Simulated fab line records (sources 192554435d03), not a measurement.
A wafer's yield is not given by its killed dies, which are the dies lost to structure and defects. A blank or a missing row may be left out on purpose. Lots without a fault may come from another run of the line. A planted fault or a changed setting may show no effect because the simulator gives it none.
A lot that was struck, set against a sound lot / flow n5 finfet / 39 out of 1938 route steps
Sound: these wafers, L301.1, L301.3, L301.6. Struck: wafer L294.3 (left out: L294.4, a lot-mate that was not struck); the cause follows at the end.
For every step that has rows: the tool of each side, followed by ch and its chambers, followed by its first start. Under that, the readings that differ: sound wafers / struck wafers / difference of the means / sigmas: that difference in standard deviations of wafers without a fault.
alike: readings with means less than 2 such deviations apart, plus words and numbers identical on both sides. not compared: withheld readings, readings lacking a value on some wafer, bounds such as >300 that could conceal the same value, and numbers that have no deviation in the record and whose values overlap.
The two part at a step that has a row with sigmas, a row that says differs or no value, or rows on one side only. Non-overlapping numbers with no deviation appear without sigmas and do not part them. Lack of a reading on every wafer of one side parts them only where that side has two or more wafers.

first, 9 steps without rows for these wafers: N5_MOL_CONTACT_COAG_CVD_140 (deposits W, target thk 66.5 nm, time 215 s); N5_MOL_CONTACT_COAG_PRECLEAN_127 (cleans in DIW, time 57.5 s); N5_MOL_CONTACT_COAG_SRD_128 (dry time 32 s); N5_MOL_CONTACT_COAG_CMP_52 (polishes, stops on SiO2, t overpolish 1.5 s, target thk 66.5 nm); N5_MOL_CONTACT_COAG_ANNEAL_112 (time 1800 s); N5_BEOL_M0_SAQP_PECVD_00 (deposits SiCN from 3MS/NH3, target thk 8 nm, time 14 s); N5_BEOL_M0_SAQP_ILD_DEP_01 (deposits SiOC from DEMS/O2, target thk 45.419 nm, time 8.7 s); N5_BEOL_M0_SAQP_HM_DEP_02 (deposits TiN, target thk 12 nm); N5_BEOL_M0_SAQP_PECVD_03 (deposits SiCN from 3MS/NH3, target thk 12 nm, time 21.1 s).
N5_BEOL_M0_SAQP_PECVD_96: deposits a-Si from SiH4/He, target thk 45 nm, time 45.2 s.
  sound on pecvd-01 ch 0,1,2, day 10 18:44; struck on pecvd-03 ch 1, day 9 06:28
reading=run length s (s); sound=81.2 81.7 81.7; struck=79.2; difference=-2.3; sigmas=-5
reading=model.a-Si_of_BEOL_M0_SAQP_PECVD_96.thk nm (nm); sound=44.4 45.8 45.6; struck=42.8; difference=-2.5; sigmas=
  alike: heater power w, showerhead plenum p Torr, throttle valve pct
then, 25 steps without rows for these wafers: N5_BEOL_M0_SAQP_PECVD_97 (deposits SiNx from SiH4/NH3/N2, target thk 23 nm, time 19.9 s); N5_BEOL_M0_SAQP_PECVD_04 (deposits a-Si from SiH4/He, target thk 60 nm, time 60.2 s); N5_BEOL_M0_SAQP_HM_DEP_111 (deposits SiO2 from SiH4/N2O, target thk 12 nm, time 7.2 s); N5_BEOL_M0_SAQP_COAT_81 (time 60 s, resist thk 100 nm); N5_BEOL_M0_SAQP_COAT_82 (time 60 s, resist thk 30 nm); N5_BEOL_M0_SAQP_COAT_08 (resist thk 90 nm); N5_BEOL_M0_SAQP_EBR_10; N5_BEOL_M0_SAQP_SOFTBAKE_09 (time 60 s); N5_BEOL_M0_SAQP_EXPOSE_11 (exposes mask M0 CORE, target cd 42 nm); N5_BEOL_M0_SAQP_PEB_12 (peb time 60 s); N5_BEOL_M0_SAQP_DEVELOP_13 (develop time 30 s); N5_BEOL_M0_SAQP_DESCUM_19 (chemistry O2, time 7.9 s); N5_BEOL_M0_SAQP_ETCH_83 (etches SiARC in CF4, target depth 39 nm, time 65 s); N5_BEOL_M0_SAQP_ETCH_84 (etches SOC in N2/H2, target depth 100 nm, overetch 20 nm, time 150 s); N5_BEOL_M0_SAQP_STRIP_80 (strips in N2/H2); N5_BEOL_M0_SAQP_HM_OPEN_112 (chemistry CHF3/O2, target SiO2, stops on a-Si, target depth 12 nm, time 13.5 s); N5_BEOL_M0_SAQP_STRIP_113 (strips in CHF3/O2); N5_BEOL_M0_SAQP_MANDREL_ETCH_20 (etches a-Si in HBr/Cl2, stops on SiNx, target depth 60 nm, bt time 10 s, time 30 s); N5_BEOL_M0_SAQP_STRIP_86 (strips in N2/H2); N5_BEOL_M0_SAQP_STRIP_115 (strips in post etch residue remover, time 60 s); N5_BEOL_M0_SAQP_SRD_93 (time 30 s); N5_BEOL_M0_SAQP_RECESS_114 (chemistry HF/NH3, target SiO2, target depth 14.4 nm, afs cycles 3, sublimation time 60 s); N5_BEOL_M0_SAQP_SPACER1_ALD_98 (deposits SiO2, target thk 12.8 nm, pulse time 1 s, purge time 2 s); N5_BEOL_M0_SAQP_SPACER1_ETCHBACK_99 (etches SiO2 in CHF3/O2, target depth 15.4 nm, time 7.7 s); N5_BEOL_M0_SAQP_MANDREL1_REMOVE_100 (chemistry HBr/Cl2/O2, target a-Si, stops on SiNx, bt time 10 s).
N5_BEOL_M0_SAQP_MANDREL_ETCH_103: etches a-Si in HBr/Cl2, stops on SiCN, target depth 45 nm, bt time 10 s, time 27 s.
  sound on rie si-05 ch 0,2, day 10 21:27; struck on rie si-04 ch 1, day 9 10:36
reading=he backside leak sccm (sccm); sound=2.78 3.28 3.22; struck=2.42; difference=-0.67; sigmas=-3
reading=oes product au (a.u.); sound=0.667 0.710 0.705; struck=0.664; difference=-0.030; sigmas=-2
reading=model.etch.depth nm (nm); sound=44.45 45.78 45.61; struck=42.72; difference=-2.56; sigmas=
  alike: drypump motor current A, mfc cl2 sccm, throttle valve pct
  not compared: rf hours counter h
N5_BEOL_M0_SAQP_SPACER2_ETCHBACK_27: etches SiO2 in CHF3/O2, target depth 22.5 nm, time 11.25 s.
  sound on rie diel-05 ch 0,1,2, day 10 23:00; struck on rie diel-01 ch 0, day 9 12:25
reading=model.a-Si_of_BEOL_M0_SAQP_PECVD_96.thk nm (nm); sound=42.2 43.6 43.4; struck=40.6; difference=-2.5; sigmas=
  alike: drypump motor current A, oes_ar_750_au, oes product au, rf vpp V, showerhead plenum p Torr, throttle valve pct
  not compared: rf hours counter h
-- the record jumps here: 4 days lie between the struck wafers' starts before and after (it left off in module BEOL_M0_SAQP and takes up again in module BEOL_M4, whose first step shown is number 1111 of the route) --
N5_BEOL_M4_RC_MEAS_101:
  sound on prober-02 ch 0, day 14 21:46; struck on prober-02 ch 0, day 13 14:25
reading=VT_P (mV); sound=-246 -245 -246; struck=-253; difference=-7; sigmas=-2
  alike: DIBL_N, DIBL_P, IOFF_N, IOFF_P, ION_N, ION_P, SS_N, SS_P, VT_N
next, for these wafers, 1 step has no rows: N5_PASSIVATION_PROBE_49.

== WHERE THEY PART ==
At N5_BEOL_M0_SAQP_PECVD_96 first; at N5_BEOL_M4_RC_MEAS_101 last (within this record only).

WHY: what the simulator had put in
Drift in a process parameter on pecvd-03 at N5_BEOL_M0_SAQP_PECVD_96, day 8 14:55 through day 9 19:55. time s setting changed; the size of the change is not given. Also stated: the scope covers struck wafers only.
